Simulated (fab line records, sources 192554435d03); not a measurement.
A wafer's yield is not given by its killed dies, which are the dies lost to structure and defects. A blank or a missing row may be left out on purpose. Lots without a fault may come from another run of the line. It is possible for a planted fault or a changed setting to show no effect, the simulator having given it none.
Chamber matching | flow n5Finfet | N5_BEOL_M1_CO_CAP_55 on cvdCo-01: 3 sister chambers
The step material Co, precursor CCTBA/H2, target thk 2 nm, time 102.1 s. 24 wafers are shown with their chamber, then 12 later ones without.

WAFERS WITH THEIR CHAMBER
wafer  | chamber | heaterPowerW (W) | susceptorTempC (C)
L074.1 | 0       | 256              | 199.98
L074.3 | 1       | 221              | 199.93
L074.5 | 1       | 217              | 200.09
L075.2 | 1       | 219              | 199.89
L075.4 | 1       | 217              | 199.82
L075.5 | 0       | 253              | 200.00
L076.4 | 0       | 255              | 200.14
L076.5 | 2       | 243              | 200.16
L076.6 | 1       | 215              | 200.19
L080.3 | 2       | 249              | 200.16
L080.4 | 2       | 242              | 200.16
L080.5 | 0       | 254              | 199.90
L084.4 | 2       | 248              | 200.13
L084.5 | 1       | 220              | 199.92
L084.6 | 0       | 254              | 200.02
L086.3 | 0       | 250              | 200.13
L086.5 | 2       | 242              | 200.27
L086.6 | 1       | 224              | 200.39
L087.2 | 0       | 255              | 200.00
L087.4 | 2       | 251              | 199.88
L087.6 | 1       | 214              | 200.19
L088.2 | 0       | 257              | 200.24
L088.5 | 2       | 243              | 200.02
L088.6 | 0       | 256              | 200.15

SIGNATURES, as means of the wafers listed above
reading        | chamber 0 | chamber 1 | chamber 2 | scatter within a chamber
heaterPowerW   | 254.44    | 218.38    | 245.43    | 3.05
susceptorTempC | 200.0622  | 200.0525  | 200.1114  | 0.147
Rule: for a wafer and a chamber, the distance is found by dividing, reading by reading, the gap between the wafer's reading and the chamber's mean by the reading's scatter, squaring, summing and taking the root. The wafer belongs to the nearest chamber; if the next one is less than 2 further off, it can't be placed. The scatter is the square root of a quotient: the sum, over the shown wafers, of each reading's squared deviation from its chamber's mean, divided by wafers minus chambers.

WAFERS MISSING THEIR CHAMBER
wafer  | heaterPowerW (W) | susceptorTempC (C)
L090.3 | 243              | 199.87
L090.5 | 246              | 200.06
L090.6 | 245              | 199.87
L091.1 | 221              | 200.12
L091.2 | 253              | 199.99
L091.3 | 245              | 200.03
L094.1 | 241              | 200.09
L094.5 | 262              | 200.05
L094.6 | 221              | 200.00
L095.4 | 243              | 200.08
L095.5 | 222              | 199.82
L095.6 | 253              | 199.65

WHICH CHAMBER EACH ONE RAN IN
wafer  | from the rows above     | in truth
L090.3 | 2                       | 2
L090.5 | 2                       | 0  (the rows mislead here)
L090.6 | can't be placed: 2 or 0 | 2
L091.1 | 1                       | 1
L091.2 | can't be placed: 0 or 2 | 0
L091.3 | 2                       | 2
L094.1 | 2                       | 2
L094.5 | 0                       | 0
L094.6 | 1                       | 1
L095.4 | 2                       | 2
L095.5 | 1                       | 1
L095.6 | can't be placed: 0 or 2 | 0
Correctly placed: 8 of 12. Cannot be placed on the basis of these rows: 3; the candidates contain the true chamber in 3. Placed wrongly: 1.
